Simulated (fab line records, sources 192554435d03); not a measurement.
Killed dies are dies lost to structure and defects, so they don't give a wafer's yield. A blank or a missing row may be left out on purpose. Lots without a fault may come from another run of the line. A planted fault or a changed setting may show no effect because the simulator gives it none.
fab line records | flow n5_finfet
record lots=4 wafers=12 last_day=19
route steps=1938 shown MOL_CONTACT_COAG@583 BEOL_M4@1111
lots that met no fault: from a run of the same line without faults
start_h: hours from the record's first day to the start of the lot's first wafer shown | wait_h: hours since the lot's step before | " the same as in the row above | L1.1+2: a row that stands for several wafers | - no value, or no start given | * or withheld: withheld | < > ~ a bound
route shown NAME@n: a module of which the file shows steps, and the number in the route of the first | usual: mean/standard deviation of fault-free wafers | same: alike in all rows | chamber/n: place in a boat | sites: the reading at each site | _std_site: their standard deviation | _edge_site: outer sites' mean less inner sites' | radius_mm: how far each site lies from the wafer's centre | mask NAME#n: copy n | behind: the tool/chamber that last shaped the wafer | hold: why the lot was held/for how many hours/how that ended | device: the transistor (n, p or np) that didn't switch | end of line: the same wafers' tests at the end of the route | a step without rows: its recipe alone | killed: dies lost to structure and defects at the first sort, not the wafer's yield | map: a wafer's dies, x killed, . not, _ none there
set.NAME: the setting as run; set.NAME@STEP: as run at that earlier step | model.NAME: the simulator's own value behind a step, which no gauge read
lots at some steps of the route; a table a step, a row a wafer
services: from which hour (start_h, from the record's first day; less than 0 if before it) a tool's chamber was out of use, for how many hours, and why
## steps
# step N5_MOL_CONTACT_COAG_STRIP_93
# recipe chemistry=N2/H2 temp_c=40 n2_flow_sccm=200 h2_flow_sccm=200 rf_frequency_hz=6e+07
# step N5_MOL_CONTACT_COAG_ETCHBACK_135
# recipe chemistry=CHF3 target=SiO2 target_depth_a=250 time_s=16.7 ion_energy_ev=200 pressure_mtorr=30 source_w=610 bias_w=170 Ar_flow_sccm=200 CHF3_flow_sccm=50
# step N5_MOL_CONTACT_COAG_STRIP_118
# recipe chemistry=CHF3 resist=SiARC rf_frequency_hz=6e+07
# step N5_MOL_CONTACT_COAG_VIA_ETCH_46
# recipe chemistry=C4F6/O2 target_depth_a=460 overetch_a=92 mask_material=SOC target=SiO2 bias_w=455 pressure_mtorr=10 time_s=40 source_w=325 Ar_flow_sccm=300 C4F6_flow_sccm=10 O2_flow_sccm=10 ion_energy_ev=575.3 ends=end_point
# step N5_MOL_CONTACT_COAG_STRIP_96
# recipe chemistry=N2/H2 power_w=500 temp_c=40 pressure_mtorr=50 rf_frequency_hz=6e+07 overash_fraction=0.3 bias_power_w=28 h2_frac=0.5 n2_flow_sccm=300 h2_flow_sccm=300
# step N5_MOL_CONTACT_COAG_ETCH_47
# recipe chemistry=CH3F/O2 target=SiNx target_depth_a=270 mask_material=SiO2 stop_on=W over_etch_frac=0.2 ion_energy_ev=120 endpoint=OES-CN pressure_mtorr=30 source_w=395 bias_w=73 Ar_flow_sccm=150 CH3F_flow_sccm=30 O2_flow_sccm=20 ends=end_point
# step N5_MOL_CONTACT_COAG_STRIP_119
# recipe chemistry=N2/H2 time_s=30 power_w=1000 temp_c=250 pressure_mtorr=withheld n2_flow_sccm=1750 h2_flow_sccm=3250
# step N5_MOL_CONTACT_COAG_PRECLEAN_144
# recipe chemistry=alkaline_clean temp_c=60 time_s=60 do_ppb=50
# step N5_MOL_CONTACT_COAG_SRD_145
# recipe dry=ipa_marangoni time_s=30 temp_c=23 rinse_liquid=diw
# step N5_MOL_CONTACT_COAG_COAT_62
# recipe resist=SOC temp_c=250 time_s=60 spin_rpm=1500 resist_thk_nm=60
# step N5_MOL_CONTACT_COAG_COAT_63
# recipe resist=SiARC temp_c=220 time_s=60 spin_rpm=1500 resist_thk_nm=10
# step N5_MOL_CONTACT_COAG_COAT_64
# recipe resist=underlayer temp_c=205 time_s=60 spin_rpm=1500 resist_thk_nm=10
# usual spin_speed_rpm=1499.9/1.1
# columns lot.wafer tool chamber start_h wait_h spin_speed_rpm
L378.2 litho_track-04 0 164.73 - 1499.9
L378.3 " 0 " " 1497.7
L378.5 " 0 " " 1499.6
L382.2 litho_track-04 0 190.21 - 1445.9
L382.4 " 0 " " 1445.6
L382.5 " 0 " " 1446.4
L387.2 litho_track-04 0 217.69 - 1445.4
L387.3 " 0 " " 1445.4
L387.5 " 0 " " 1446.2
L390.1 litho_track-03 0 239.21 - 1499.4
L390.3 " 0 " " 1499.5
L390.6 " 0 " " 1501.0
# step N5_MOL_CONTACT_COAG_COAT_34
# recipe resist=CAR-EUV spin_rpm=1500 resist_thk_nm=40
# step N5_MOL_CONTACT_COAG_EBR_36
# recipe solvent=PGMEA ebr_width_mm=1.5
# step N5_MOL_CONTACT_COAG_SOFTBAKE_35
# recipe temp_c=110 time_s=60 resist=CAR-EUV
# step N5_MOL_CONTACT_COAG_EXPOSE_37
# recipe mask_id=VD na=0.33 source_shape=annular sigma_inner=0.3 sigma_outer=0.7 polarization=unpolarized defocus_nm=0 dose_mj=62
# step N5_MOL_CONTACT_COAG_PEB_38
# recipe peb_temp_c=100 peb_time_s=60 resist=CAR-EUV
# step N5_MOL_CONTACT_COAG_DEVELOP_39
# recipe develop_time_s=30 developer=TMAH resist=CAR-EUV rinse_liquid=surfactant_rinse dry=air_spin dev_temp_c=23
# step N5_MOL_CONTACT_COAG_DESCUM_45
# recipe chemistry=O2 time_s=7 source_power_w=50 bias_power_w=20 pressure_mtorr=20 rf_frequency_hz=2.712e+07 temp_c=40 resist=CAR-EUV o2_flow_sccm=225
# step N5_MOL_CONTACT_COAG_ETCH_65
# recipe chemistry=N2/H2 target=underlayer target_depth_a=130 mask_material=CAR-EUV time_s=10.4 ion_energy_ev=200 pressure_mtorr=30 source_w=840 bias_w=150 n2_flow_sccm=200 h2_flow_sccm=200 ends=cleared
# usual drypump_motor_current_A=5.8/0.5 etch_rf_on_time_s=10.55/0.19 n2_flow_sccm=200.0/0.6 oes_product_au=0.66/0.077 rf_fwd_power_W=819.4/2.7 rf_vpp_V=523.0/2.4 showerhead_plenum_p_Torr=2.51/0.09 throttle_valve_pct=17.85/0.3
# columns lot.wafer tool chamber start_h wait_h drypump_motor_current_A etch_rf_on_time_s n2_flow_sccm oes_product_au rf_fwd_power_W rf_hours_counter_h rf_vpp_V showerhead_plenum_p_Torr throttle_valve_pct model.etch.depth_nm
L378.2 rie_diel-04 2 165.19 0.0 5.6 10.48 199.2 0.62 816.7 177 521.4 2.42 18.09 10.07
L378.3 " 3 " " 5.2 10.54 199.5 0.60 822.1 - 520.9 2.39 17.69 10.01
L378.5 " 2 " " 5.6 10.42 199.2 0.62 815.4 - 520.0 2.42 18.08 10.06
L382.2 rie_diel-04 2 190.93 0.0 5.6 10.46 200.3 0.62 820.7 188 519.4 2.42 18.09 10.18
L382.4 " 3 " " 5.2 10.75 200.7 0.59 821.8 240 519.2 2.39 17.70 10.21
L382.5 " 0 " " 6.0 10.65 199.8 0.64 819.9 - 524.9 2.55 18.30 10.19
L387.2 rie_diel-04 2 218.25 0.0 5.6 10.76 200.3 0.61 824.6 198 520.6 2.42 18.11 10.22
L387.3 " 1 " " 6.4 10.87 199.8 0.77 820.3 16 524.5 2.61 17.56 10.21
L387.5 " 0 " " 6.0 10.87 200.6 0.63 815.0 - 523.4 2.55 18.31 10.23
L390.1 rie_diel-01 2 239.90 0.0 6.6 10.52 200.1 0.63 819.8 171 521.4 2.43 18.36 10.04
L390.3 " 3 " " 5.9 10.21 199.4 0.76 820.5 55 521.8 2.46 17.25 10.05
L390.6 " 3 " " 5.9 10.20 199.5 0.76 818.4 - 524.0 2.46 17.25 10.06
# step N5_MOL_CONTACT_COAG_ETCH_66
# recipe chemistry=CF4 target=SiARC target_depth_a=130 mask_material=CAR-EUV time_s=21.7 ion_energy_ev=80 pressure_mtorr=40 source_w=545 bias_w=36 Ar_flow_sccm=100 cf4_flow_sccm=100 ends=cleared
# step N5_BEOL_M4_RC_MEAS_101
# usual DIBL_N=35.8/1.7 DIBL_P=35.3/2 IOFF_N=0.150/0.026 IOFF_P=0.194/0.029 ION_N=667/11 ION_P=456/7.1 SS_N=71.4/0.65 SS_P=73.1/0.64 VT_N=251/3 VT_P=-252/3.2
# columns lot.wafer tool chamber start_h wait_h DIBL_N[mV/V] DIBL_P[mV/V] IOFF_N[nA/um] IOFF_P[nA/um] ION_N[uA/um] ION_P[uA/um] SS_N[mV/dec] SS_P[mV/dec] VT_N[mV] VT_P[mV]
L378.2 prober-02 0 276.97 0.2 33.1 31.7 0.117 0.160 661 457 70.1 72.4 251 -254
L378.3 " 0 " " 34.5 31.8 0.126 0.158 680 459 70.9 73.3 252 -255
L378.5 " 0 " " 38.0 37.0 0.185 0.239 683 463 71.2 73.1 248 -248
L382.2 prober-01 0 317.83 0.2 37.3 35.9 0.184 0.223 687 468 71.8 73.1 247 -251
L382.4 " 0 " " 38.2 34.3 0.182 0.198 672 448 72.7 73.5 250 -253
L382.5 " 0 " " 39.5 36.2 0.226 0.231 674 453 72.9 73.8 246 -248
L387.2 prober-01 0 335.98 0.2 36.6 34.0 0.167 0.213 659 461 72.4 72.8 251 -246
L387.3 " 0 " " 36.7 35.4 0.170 0.237 670 461 72.0 73.1 248 -247
L387.5 " 0 " " 36.9 34.7 0.158 0.221 659 455 72.4 73.7 252 -248
L390.1 prober-02 0 347.58 0.0 36.7 35.5 0.155 0.222 672 466 71.4 73.3 251 -249
L390.3 " 0 " " 37.9 36.6 0.179 0.236 676 468 71.4 74.4 248 -250
L390.6 " 0 " " 38.9 37.1 0.201 0.247 681 461 71.9 73.6 247 -248
## services
# columns tool chamber start_h hours kind
rie_diel-04 1 156.64 - clean
rie_diel-04 1 156.64 - consumable_replace:focus_ring
rie_diel-04 1 156.64 21.8 scheduled_down
rie_diel-04 1 156.64 21.8 vent_cycle
rie_diel-04 0 159.67 9.2 repair
rie_diel-04 3 166.89 6.3 repair
rie_diel-01 2 196.01 16.2 repair
rie_diel-04 3 217.41 - clean
rie_diel-04 3 217.41 - consumable_replace:focus_ring
rie_diel-04 3 217.41 - consumable_replace:showerhead
rie_diel-04 3 217.41 30.8 scheduled_down
rie_diel-04 3 217.41 30.8 vent_cycle
rie_diel-01 0 236.26 2.0 repair
## key
first_sign step=N5_MOL_CONTACT_COAG_COAT_64 reading=spin_speed_rpm direction=down sigmas=50 usual=* struck=*
effect none on later readings
model_effect step=N5_MOL_CONTACT_COAG_ETCH_65 value=etch.depth_nm without=10.02 struck=10.21
met_at N5_MOL_CONTACT_COAG_COAT_64
struck_wafers L382.2,L382.4,L382.5,L387.2,L387.3,L387.5
onset_between 164.73 190.21
fault kind=process_parameter_drift tool=litho_track-04 chamber=- onset_h=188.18 steps=N5_MOL_CONTACT_COAG_COAT_64 channel=spin_rpm offset=* shape=step end_h=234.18 acts_in=* stated=*
